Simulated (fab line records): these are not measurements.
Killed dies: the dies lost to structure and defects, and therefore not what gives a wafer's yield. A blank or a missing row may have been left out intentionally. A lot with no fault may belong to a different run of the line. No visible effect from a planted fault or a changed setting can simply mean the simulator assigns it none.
fab line records | flow n5_finfet
record: lots: 10 | wafers: 29 | last_day: 17
route steps=1938 shown BEOL_M3@1001 BEOL_M4@1021 PASSIVATION@1936
lots with no fault: from the same line, run without faults
start_h: start of the lot's first displayed wafer, in hours after the record's first day | wait_h: hours from the lot's prior step to this one | " the same as in the row above | L1.1+2: one row covering several wafers at once | - either no value or no given start | * or withheld: withheld | < > ~ a bound
route shown NAME@n: NAME is a module with steps in the file, n the number in the route of the first one | usual: mean/standard deviation of fault-free wafers | same: alike in all rows | chamber/n: place in a boat | sites: per-site readings | _std_site: the standard deviation of these | _edge_site: outer sites' mean less inner sites' | radius_mm: how far each site lies from the wafer's centre | mask NAME#n: copy n | behind: the last tool/chamber to shape the wafer | hold: reason for holding the lot/hours on hold/outcome of the hold | device: names the non-switching transistor (n, p or np) | end of line: the same wafers' tests at the end of the route | a step given without rows: its recipe and nothing more | killed: not the wafer's yield, but the dies lost to structure and defects at the first sort | map: per-die view of a wafer (x killed, . not killed, _ where there is no die)
set.NAME: the setting that was run; set.NAME@STEP: the one run at that earlier step | model.NAME: the simulator's own value behind a step, which no gauge read
the route's steps for a sample of lots (tables are steps, rows are wafers)
services: the hour from which a tool's chamber was out of use, counted from the record's first day as start_h (under 0 if before that day), plus the number of hours and why
== steps ==
step: N5_BEOL_M3_ANNEAL_87
recipe: temp_c: 400 | time_s: 240 | ambient: vacuum
usual: heater_power_w: 814/74
lot.wafer | tool           | chamber | start_h | wait_h | heater_power_w
L101.4    | pvd_sputter-01 | -       | 146.77  | 0.0    | 699
L101.5    | "              | -       | "       | "      | 901
L101.6    | "              | -       | "       | "      | 845
L104.2    | pvd_sputter-03 | -       | 165.17  | 0.0    | 877
L104.4    | "              | -       | "       | "      | 879
L104.5    | "              | -       | "       | "      | 750
L105.1    | pvd_sputter-02 | -       | 177.73  | 0.0    | 815
L105.2    | "              | -       | "       | "      | 831
L105.4    | "              | -       | "       | "      | 876
L107.1    | pvd_sputter-02 | -       | 190.14  | 0.0    | 829
L107.5    | "              | -       | "       | "      | 887
L107.6    | "              | -       | "       | "      | 829
L109.1    | pvd_sputter-01 | -       | 203.15  | 0.0    | 872
L109.4    | "              | -       | "       | "      | 878
L109.6    | "              | -       | "       | "      | 854
L110.1    | pvd_sputter-01 | -       | 207.82  | 0.0    | 868
L110.5    | "              | -       | "       | "      | 902
L114.3    | pvd_sputter-01 | -       | 237.50  | 0.0    | 924
L114.4    | "              | -       | "       | "      | 842
L114.6    | "              | -       | "       | "      | 878
L118.1    | pvd_sputter-03 | -       | 256.74  | 0.0    | 797
L118.4    | "              | -       | "       | "      | 644
L118.5    | "              | -       | "       | "      | 818
L123.1    | pvd_sputter-03 | -       | 278.05  | 0.0    | 764
L123.2    | "              | -       | "       | "      | 633
L123.6    | "              | -       | "       | "      | 817
L124.1    | pvd_sputter-02 | -       | 303.47  | 0.0    | 816
L124.3    | "              | -       | "       | "      | 909
L124.5    | "              | -       | "       | "      | 829
step: N5_BEOL_M3_ANNEAL_89
recipe: temp_c: 400 | time_s: 240 | ambient: vacuum
usual: heater_power_w: 814/75
lot.wafer | tool           | chamber | start_h | wait_h | heater_power_w
L101.4    | pvd_sputter-01 | -       | 146.99  | 0.0    | 710
L101.5    | "              | -       | "       | "      | 897
L101.6    | "              | -       | "       | "      | 857
L104.2    | pvd_sputter-03 | -       | 165.39  | 0.0    | 876
L104.4    | "              | -       | "       | "      | 858
L104.5    | "              | -       | "       | "      | 760
L105.1    | pvd_sputter-02 | -       | 177.95  | 0.0    | 803
L105.2    | "              | -       | "       | "      | 830
L105.4    | "              | -       | "       | "      | 882
L107.1    | pvd_sputter-02 | -       | 190.36  | 0.0    | 841
L107.5    | "              | -       | "       | "      | 892
L107.6    | "              | -       | "       | "      | 836
L109.1    | pvd_sputter-01 | -       | 203.37  | 0.0    | 891
L109.4    | "              | -       | "       | "      | 894
L109.6    | "              | -       | "       | "      | 851
L110.1    | pvd_sputter-01 | -       | 208.04  | 0.0    | 835
L110.5    | "              | -       | "       | "      | 901
L114.3    | pvd_sputter-01 | -       | 237.72  | 0.0    | 881
L114.4    | "              | -       | "       | "      | 849
L114.6    | "              | -       | "       | "      | 903
L118.1    | pvd_sputter-03 | -       | 256.96  | 0.0    | 811
L118.4    | "              | -       | "       | "      | 638
L118.5    | "              | -       | "       | "      | 808
L123.1    | pvd_sputter-03 | -       | 278.27  | 0.0    | 753
L123.2    | "              | -       | "       | "      | 650
L123.6    | "              | -       | "       | "      | 825
L124.1    | pvd_sputter-02 | -       | 303.69  | 0.0    | 804
L124.3    | "              | -       | "       | "      | 906
L124.5    | "              | -       | "       | "      | 834
step: N5_BEOL_M3_SPUTTER_96
recipe: material: Cu | target_thk_a: 45 | temp_c: -20 | chamber_pressure_pa: 0.07 | power_w: withheld | time_s: 8.29
usual: throttle_valve_pct: 29.7/1.3
lot.wafer | tool           | chamber | start_h | wait_h | throttle_valve_pct
L101.4    | pvd_sputter-01 | -       | 147.79  | 0.1    | 29.1
L101.5    | "              | -       | "       | "      | 30.7
L101.6    | "              | -       | "       | "      | 28.3
L104.2    | pvd_sputter-03 | -       | 166.19  | 0.1    | 31.7
L104.4    | "              | -       | "       | "      | 31.9
L104.5    | "              | -       | "       | "      | 31.0
L105.1    | pvd_sputter-02 | -       | 178.75  | 0.1    | 29.3
L105.2    | "              | -       | "       | "      | 29.9
L105.4    | "              | -       | "       | "      | 28.9
L107.1    | pvd_sputter-02 | -       | 191.16  | 0.1    | 30.2
L107.5    | "              | -       | "       | "      | 28.7
L107.6    | "              | -       | "       | "      | 29.9
L109.1    | pvd_sputter-01 | -       | 204.17  | 0.1    | 27.7
L109.4    | "              | -       | "       | "      | 30.0
L109.6    | "              | -       | "       | "      | 28.3
L110.1    | pvd_sputter-01 | -       | 208.84  | 0.1    | 28.2
L110.5    | "              | -       | "       | "      | 30.5
L114.3    | pvd_sputter-01 | -       | 238.52  | 0.1    | 30.3
L114.4    | "              | -       | "       | "      | 28.2
L114.6    | "              | -       | "       | "      | 30.2
L118.1    | pvd_sputter-03 | -       | 257.76  | 0.1    | 29.2
L118.4    | "              | -       | "       | "      | 29.2
L118.5    | "              | -       | "       | "      | 29.2
L123.1    | pvd_sputter-03 | -       | 279.07  | 0.1    | 31.0
L123.2    | "              | -       | "       | "      | 29.5
L123.6    | "              | -       | "       | "      | 29.0
L124.1    | pvd_sputter-02 | -       | 304.49  | 0.1    | 29.5
L124.3    | "              | -       | "       | "      | 28.7
L124.5    | "              | -       | "       | "      | 29.8
step: N5_BEOL_M4_ILD_DEP_00
recipe: material: SiOC | target_thk_a: 790 | temp_c: 350 | precursor: DEMS/O2 | pressure_torr: 5 | rf_w: 500 | time_s: 15.3
usual: heater_power_w: 488/91 | showerhead_plenum_p_Torr: 5.691/0.012 | showerhead_vpp_V: 1432/68 | throttle_valve_pct: 12.0/0.61
lot.wafer | tool     | chamber | start_h | wait_h | heater_power_w | showerhead_plenum_p_Torr | showerhead_vpp_V | throttle_valve_pct
L101.4    | pecvd-02 | 1       | 149.08  | 0.1    | 500            | 5.703                    | 1417             | 11.9
L101.5    | "        | 1       | "       | "      | 497            | 5.702                    | 1404             | 12.0
L101.6    | "        | 0       | "       | "      | 568            | 5.686                    | 1453             | 11.6
L104.2    | pecvd-03 | 0       | 167.30  | 0.0    | 429            | 5.688                    | 1407             | 13.6
L104.4    | "        | 2       | "       | "      | 532            | 5.681                    | 1394             | 11.5
L104.5    | "        | 0       | "       | "      | 428            | 5.684                    | 1434             | 13.5
L105.1    | pecvd-03 | 1       | 180.24  | 0.0    | 351            | 5.717                    | 1361             | 11.1
L105.2    | "        | 0       | "       | "      | 413            | 5.692                    | 1418             | 13.5
L105.4    | "        | 2       | "       | "      | 508            | 5.676                    | 1382             | 11.5
L107.1    | pecvd-03 | 1       | 192.28  | 0.0    | 332            | 5.704                    | 1346             | 11.1
L107.5    | "        | 1       | "       | "      | 344            | 5.712                    | 1379             | 11.5
L107.6    | "        | 2       | "       | "      | 500            | 5.695                    | 1370             | 11.6
L109.1    | pecvd-03 | 2       | 205.28  | 0.0    | 575            | 5.697                    | 1396             | 11.9
L109.4    | "        | 1       | "       | "      | 313            | 5.695                    | 1338             | 11.2
L109.6    | "        | 0       | "       | "      | 372            | 5.687                    | 1417             | 13.5
L110.1    | pecvd-02 | 2       | 209.95  | 0.0    | 499            | 5.672                    | 1465             | 11.5
L110.5    | "        | 1       | "       | "      | 458            | 5.674                    | 1394             | 12.0
L114.3    | pecvd-04 | 0       | 239.81  | 0.0    | 478            | 5.709                    | 1381             | 11.7
L114.4    | "        | 1       | "       | "      | 603            | 5.681                    | 1612             | 12.3
L114.6    | "        | 0       | "       | "      | 500            | 5.693                    | 1362             | 11.6
L118.1    | pecvd-03 | 0       | 258.87  | 0.0    | 423            | 5.688                    | 1396             | 13.3
L118.4    | "        | 1       | "       | "      | 311            | 5.707                    | 1353             | 11.1
L118.5    | "        | 0       | "       | "      | 416            | 5.691                    | 1451             | 13.4
L123.1    | pecvd-02 | 2       | 280.22  | 0.0    | 573            | 5.656                    | 1467             | 11.8
L123.2    | "        | 0       | "       | "      | 523            | 5.680                    | 1430             | 11.9
L123.6    | "        | 2       | "       | "      | 574            | 5.678                    | 1457             | 11.7
L124.1    | pecvd-02 | 2       | 305.62  | 0.0    | 568            | 5.682                    | 1463             | 11.6
L124.3    | "        | 0       | "       | "      | 593            | 5.684                    | 1425             | 11.7
L124.5    | "        | 1       | "       | "      | 433            | 5.688                    | 1386             | 11.9
step: N5_BEOL_M4_THK_MEAS_01
recipe: reads: SiOC_of_BEOL_M4_ILD_DEP_00
usual: M4_ILD_THK: 79.1/1
lot.wafer | tool          | chamber | start_h | wait_h | M4_ILD_THK[nm]
L101.4    | film_metro-02 | -       | 149.15  | 0.1    | 79.5
L101.5    | "             | -       | "       | "      | 79.8
L101.6    | "             | -       | "       | "      | 80.0
L104.2    | film_metro-02 | -       | 167.37  | 0.1    | 78.6
L104.4    | "             | -       | "       | "      | 79.8
L104.5    | "             | -       | "       | "      | 79.9
L105.1    | film_metro-02 | -       | 180.30  | 0.0    | 78.9
L105.2    | "             | -       | "       | "      | 78.6
L105.4    | "             | -       | "       | "      | 80.9
L107.1    | film_metro-02 | -       | 192.35  | 0.0    | 79.0
L107.5    | "             | -       | "       | "      | 79.9
L107.6    | "             | -       | "       | "      | 80.0
L109.1    | film_metro-01 | -       | 205.35  | 0.0    | 78.3
L109.4    | "             | -       | "       | "      | 80.7
L109.6    | "             | -       | "       | "      | 80.0
L110.1    | film_metro-02 | -       | 210.02  | 0.0    | 77.1
L110.5    | "             | -       | "       | "      | 77.8
L114.3    | film_metro-02 | -       | 239.88  | 0.1    | 77.5
L114.4    | "             | -       | "       | "      | 78.7
L114.6    | "             | -       | "       | "      | 78.7
L118.1    | film_metro-02 | -       | 258.93  | 0.0    | 78.6
L118.4    | "             | -       | "       | "      | 104.8
L118.5    | "             | -       | "       | "      | 80.1
L123.1    | film_metro-02 | -       | 280.29  | 0.0    | 78.4
L123.2    | "             | -       | "       | "      | 78.9
L123.6    | "             | -       | "       | "      | 79.2
L124.1    | film_metro-02 | -       | 305.69  | 0.0    | 79.2
L124.3    | "             | -       | "       | "      | 78.8
L124.5    | "             | -       | "       | "      | 78.7
step: N5_BEOL_M4_RC_MEAS_101
usual: CHAIN_V3: 228/9.6 | CHAIN_V3_max_site: 237/10 | DIBL_N: 36.1/1.5 | DIBL_P: 36.1/1.9 | IOFF_N: 0.159/0.029 | IOFF_P: 0.21/0.038 | ION_N: 675/11 | ION_P: 464/8.1 | SS_N: 71.5/0.57 | SS_P: 73.3/0.64 | VT_N: 249/3.1 | VT_P: -250/3.8
lot.wafer | tool      | chamber | start_h | wait_h | CHAIN_V3[ohm/link] | CHAIN_V3_max_site[ohm/link] | DIBL_N[mV/V] | DIBL_P[mV/V] | IOFF_N[nA/um] | IOFF_P[nA/um] | ION_N[uA/um] | ION_P[uA/um] | SS_N[mV/dec] | SS_P[mV/dec] | VT_N[mV] | VT_P[mV]
L101.4    | prober-01 | 0       | 158.90  | 0.5    | 229                | 232                         | 37.0         | 37.6         | 0.149         | 0.21          | 664          | 462          | 71.6         | 73.3         | 249      | -251
L101.5    | "         | 0       | "       | "      | 229                | 234                         | 35.4         | 34.6         | 0.118         | 0.17          | 654          | 457          | 71.8         | 72.9         | 255      | -254
L101.6    | "         | 0       | "       | "      | 227                | 238                         | 37.2         | 38.3         | 0.144         | 0.22          | 664          | 461          | 71.6         | 73.2         | 252      | -251
L104.2    | prober-01 | 0       | 177.54  | 0.2    | 217                | 223                         | 37.8         | 37.3         | 0.161         | 0.24          | 666          | 464          | 71.8         | 73.8         | 249      | -246
L104.4    | "         | 0       | "       | "      | 227                | 235                         | 35.9         | 34.2         | 0.137         | 0.19          | 672          | 462          | 72.3         | 72.5         | 250      | -249
L104.5    | "         | 0       | "       | "      | 214                | 219                         | 36.7         | 36.4         | 0.148         | 0.22          | 654          | 454          | 71.5         | 73.3         | 253      | -247
L105.1    | prober-02 | 0       | 192.89  | 0.1    | 238                | 246                         | 34.6         | 34.7         | 0.141         | 0.19          | 683          | 467          | 70.9         | 72.6         | 250      | -252
L105.2    | "         | 0       | "       | "      | 217                | 223                         | 36.3         | 36.2         | 0.157         | 0.21          | 676          | 466          | 72.1         | 73.3         | 249      | -250
L105.4    | "         | 0       | "       | "      | 237                | 247                         | 35.7         | 35.8         | 0.162         | 0.21          | 677          | 469          | 71.3         | 72.5         | 249      | -249
L107.1    | prober-02 | 0       | 199.70  | 0.0    | 225                | 233                         | 38.1         | 37.4         | 0.169         | 0.23          | 670          | 461          | 72.0         | 73.6         | 250      | -250
L107.5    | "         | 0       | "       | "      | 225                | 239                         | 36.5         | 35.2         | 0.151         | 0.20          | 679          | 469          | 71.3         | 73.0         | 249      | -250
L107.6    | "         | 0       | "       | "      | 218                | 227                         | 37.6         | 35.9         | 0.170         | 0.20          | 669          | 458          | 71.9         | 73.2         | 247      | -251
L109.1    | prober-02 | 0       | 219.08  | 0.0    | 228                | 235                         | 37.8         | 38.2         | 0.171         | 0.24          | 679          | 470          | 72.0         | 74.1         | 250      | -249
L109.4    | "         | 0       | "       | "      | 231                | 241                         | 37.4         | 37.0         | 0.156         | 0.21          | 670          | 456          | 71.8         | 73.5         | 254      | -249
L109.6    | "         | 0       | "       | "      | 235                | 246                         | 36.2         | 36.6         | 0.140         | 0.21          | 657          | 465          | 71.6         | 73.0         | 249      | -250
L110.1    | prober-02 | 0       | 220.88  | 0.0    | 216                | 225                         | 37.8         | 37.7         | 0.172         | 0.25          | 677          | 474          | 71.8         | 73.7         | 247      | -246
L110.5    | "         | 0       | "       | "      | 227                | 236                         | 36.9         | 36.1         | 0.151         | 0.23          | 676          | 466          | 71.4         | 73.1         | 249      | -247
L114.3    | prober-01 | 0       | 248.66  | 0.3    | 220                | 225                         | 36.7         | 38.0         | 0.168         | 0.23          | 687          | 464          | 71.7         | 73.1         | 249      | -249
L114.4    | "         | 0       | "       | "      | 217                | 223                         | 34.2         | 34.1         | 0.113         | 0.17          | 656          | 460          | 70.8         | 73.2         | 256      | -254
L114.6    | "         | 0       | "       | "      | 220                | 226                         | 36.9         | 37.7         | 0.155         | 0.22          | 670          | 470          | 71.5         | 74.0         | 250      | -250
L118.1    | prober-01 | 0       | 269.52  | 0.0    | 223                | 230                         | 35.6         | 37.1         | 0.150         | 0.19          | 663          | 457          | 71.3         | 73.5         | 253      | -254
L118.4    | "         | 0       | "       | "      | -                  | -                           | 36.9         | 37.5         | 0.166         | 0.19          | 676          | 460          | 72.4         | 73.6         | 248      | -254
L118.5    | "         | 0       | "       | "      | 233                | 244                         | 36.6         | 37.7         | 0.169         | 0.20          | 675          | 457          | 72.3         | 73.7         | 251      | -254
L123.1    | prober-02 | 0       | 306.03  | 0.0    | 231                | 234                         | 37.1         | 37.1         | 0.173         | 0.30          | 677          | 479          | 71.4         | 73.3         | 246      | -241
L123.2    | "         | 0       | "       | "      | 240                | 250                         | 37.5         | 37.7         | 0.192         | 0.32          | 689          | 481          | 72.1         | 73.7         | 247      | -242
L123.6    | "         | 0       | "       | "      | 225                | 232                         | 37.6         | 37.6         | 0.198         | 0.31          | 686          | 473          | 72.0         | 74.3         | 245      | -244
L124.1    | prober-01 | 0       | 321.45  | 0.0    | 248                | 256                         | 36.2         | 36.8         | 0.181         | 0.23          | 684          | 469          | 71.1         | 73.3         | 247      | -247
L124.3    | "         | 0       | "       | "      | 242                | 249                         | 36.6         | 36.4         | 0.180         | 0.23          | 680          | 468          | 70.9         | 72.5         | 246      | -248
L124.5    | "         | 0       | "       | "      | 247                | 254                         | 34.8         | 36.0         | 0.168         | 0.23          | 686          | 473          | 71.5         | 73.6         | 244      | -247
sites CHAIN_V3 radius_mm=0,75,75,75,75,140,140,140,140
L101.4 223 219 230 228 229 230 229 232 226
L104.2 217 217 220 223 209 204 203 217 205
L105.1 241 242 246 241 238 225 217 220 215
L107.1 219 228 227 225 233 222 216 215 225
L109.1 222 228 231 232 221 220 233 235 210
L110.1 202 215 219 213 214 225 224 216 219
L114.3 213 225 220 223 221 224 212 212 218
L118.1 216 219 227 223 218 219 230 229 226
L123.1 225 229 233 233 234 225 232 231 228
L124.1 248 247 250 252 256 236 253 247 246
step: N5_PASSIVATION_PROBE_49
usual: defect_limited_yield: 91.5/1.6 | killed_at_M0_to_M3: 33/10 | killed_at_M4_up: 13/5.6 | killed_at_contacts: 13/6 | killed_at_front_end: 39/12 | killed_at_other: 3.0/2.8 | killed_dies: 101/19 | killed_open: 65/13 | killed_short: 32/8.3 | sort_bin_5_function: 5.0/1 | sort_bin_6_memory: 3.1/0.69 | sort_n_pass: 1079/19 | sort_yield_pct: 91.5/1.6
same: gross_dies: 1180 | killed_at_back_side: 0 | sort_bin_4_leakage[%]: 0 | sort_bin_8_speed[%]: 0
lot.wafer | tool      | chamber | start_h | wait_h | defect_limited_yield[%] | killed_at_M0_to_M3 | killed_at_M4_up | killed_at_contacts | killed_at_front_end | killed_at_other | killed_dies | killed_open | killed_short | sort_bin_5_function[%] | sort_bin_6_memory[%] | sort_n_pass | sort_yield_pct[%]
L118.1    | prober-02 | -       | 389.49  | 0.0    | 94.8                    | 15                 | 10              | 14                 | 22                  | 0               | 61          | 42          | 15           | 3.4                    | 1.7                  | 1119        | 94.8
L118.4    | prober-02 | -       | 389.64  | 0.2    | 55.3                    | 29                 | 456             | 8                  | 33                  | 1               | 527         | 53          | 24           | 41.0                   | 3.0                  | 653         | 55.3
L118.5    | prober-02 | -       | 389.69  | 0.2    | 94.1                    | 15                 | 5               | 19                 | 29                  | 2               | 70          | 47          | 21           | 3.0                    | 2.9                  | 1110        | 94.1
killed by level:class
L118.1 MOL_CONTACT_COAG:geometric_particle:open=13 STI_FIN_REVEAL:geometric_particle:open=7 BEOL_M3:geometric_particle:open=6 STARTING-WAFER:geometric_particle:open=4 GATE_CUT:geometric_particle:open=3 GATE_CUT:geometric_particle:short=2 BEOL_M0_SAQP:geometric_particle:short=2 BEOL_M2:geometric_particle:open=2
L118.4 BEOL_M4:area_dep=443 STI_FIN_REVEAL:geometric_particle:open=10 BEOL_M3:geometric_particle:open=8 BEOL_M1:geometric_particle:open=6 HKMG_FIN:area_etch=6 MOL_CONTACT_COAG:geometric_particle:open=5 BEOL_M8:geometric_particle:open=4 GATE_CUT:geometric_particle:short=3
L118.5 MOL_CONTACT_COAG:geometric_particle:open=16 BEOL_M3:geometric_particle:open=8 STARTING-WAFER:geometric_particle:short=6 STI_FIN_REVEAL:geometric_particle:open=5 DUMMY_GATE:geometric_particle:open=3 SPACER0:geometric_particle:short=3 MOL_CONTACT_COAG:geometric_particle:short=3 GATE_CUT:geometric_particle:short=2
== services ==
tool     | chamber | start_h | hours | kind
pecvd-02 | -       | 123.70  | 1.1   | repair
pecvd-04 | -       | 131.26  | 6.0   | pm
pecvd-02 | 2       | 135.92  | 18.3  | repair
pecvd-02 | 1       | 178.61  | 2.1   | scheduled_down
pecvd-03 | 0       | 218.77  | 14.6  | repair
pecvd-03 | -       | 232.87  | 3.7   | repair
pecvd-04 | 0       | 271.90  | 10.6  | repair
pecvd-02 | -       | 278.99  | 1.1   | repair
pecvd-02 | 0       | 297.90  | 5.5   | scheduled_down
== key ==
first_sign: step: N5_BEOL_M4_THK_MEAS_01 | reading: M4_ILD_THK | direction: up | sigmas: 25 | usual: 79.1 | struck: 104.8
effect: step: N5_BEOL_M4_RC_MEAS_101 | reading: CHAIN_V3 | direction: missing
effect: step: N5_BEOL_M4_RC_MEAS_101 | reading: CHAIN_V3_max_site | direction: missing
effect: step: N5_PASSIVATION_PROBE_49 | reading: killed_at_M4_up | direction: up | sigmas: 79 | usual: 13 | struck: 456
more_kills_born_at: N5_BEOL_M4_ILD_DEP_00@pecvd-03: 443
met_at N5_BEOL_M4_ILD_DEP_00
struck_lots L118
struck_wafers L118.4
not_acting_at N5_BEOL_M3_ANNEAL_87,N5_BEOL_M3_ANNEAL_89,N5_BEOL_M3_SPUTTER_96
onset_between 205.28 258.87
fault: kind: process_parameter_drift | tool: pecvd-03 | chamber: - | onset_h: 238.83 | steps: N5_BEOL_M4_ILD_DEP_00 | channel: time_s | offset: * | shape: step | end_h: 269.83 | scope: struck_wafers_only | acts_in: * | stated: *
